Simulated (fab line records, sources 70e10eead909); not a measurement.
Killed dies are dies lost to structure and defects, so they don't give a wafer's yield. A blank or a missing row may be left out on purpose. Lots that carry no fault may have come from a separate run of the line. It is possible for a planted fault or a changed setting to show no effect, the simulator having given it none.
The tool behind it: which one?    flow nand-harc    at 1 step of a route of 1302, 12 lots with 36 wafers sampled

WHAT THE GAUGES SHOWED, per wafer
NHARC_P_START_INSPECT_01.
lot   measured      on                 raw-defect-count
L075  day 2 06:02   defect-inspect-01  2 4 1
L077  day 3 02:02   defect-inspect-02  3 3 2
L079  day 3 22:02   defect-inspect-02  5 5 3
L081  day 4 18:02   defect-inspect-01  4 5 2
L083  day 5 14:02   defect-inspect-02  4 4 2
L085  day 6 10:02   defect-inspect-01  6 2 5
L087  day 7 06:02   defect-inspect-02  5 4 2
L089  day 8 02:02   defect-inspect-02  3 8 0
L091  day 8 22:02   defect-inspect-01  6 4 7
L093  day 9 18:02   defect-inspect-01  4 1 4
L095  day 10 14:02  defect-inspect-01  6 3 1
L097  day 11 10:02  defect-inspect-01  2 6 4

WHICH TOOL RAN EACH LOT (tool, then ch and the chambers of the sampled wafers, then the start)
Before these readings, the record contains no process step.

THE ANSWER, worked out from the rows above alone
Rule: the lots themselves supply what counts as usual. The widest of any qualifying gaps counts: lots, ordered by their means at a reading, are off when they make up no more than a third of the lots, leave a main group of 4 or more, and stand apart from it by 3 or more times the standard deviation of that group's means. Not used: any main group whose means are identical at the precision the tables above print for the reading. Also off: a lot with no number at a reading for which 4 or more lots have one. The other lots that the step has rows for count as sound.
No lot is off at any reading shown: from this, nothing can be told.

WHAT THE SIMULATOR HAD INSERTED
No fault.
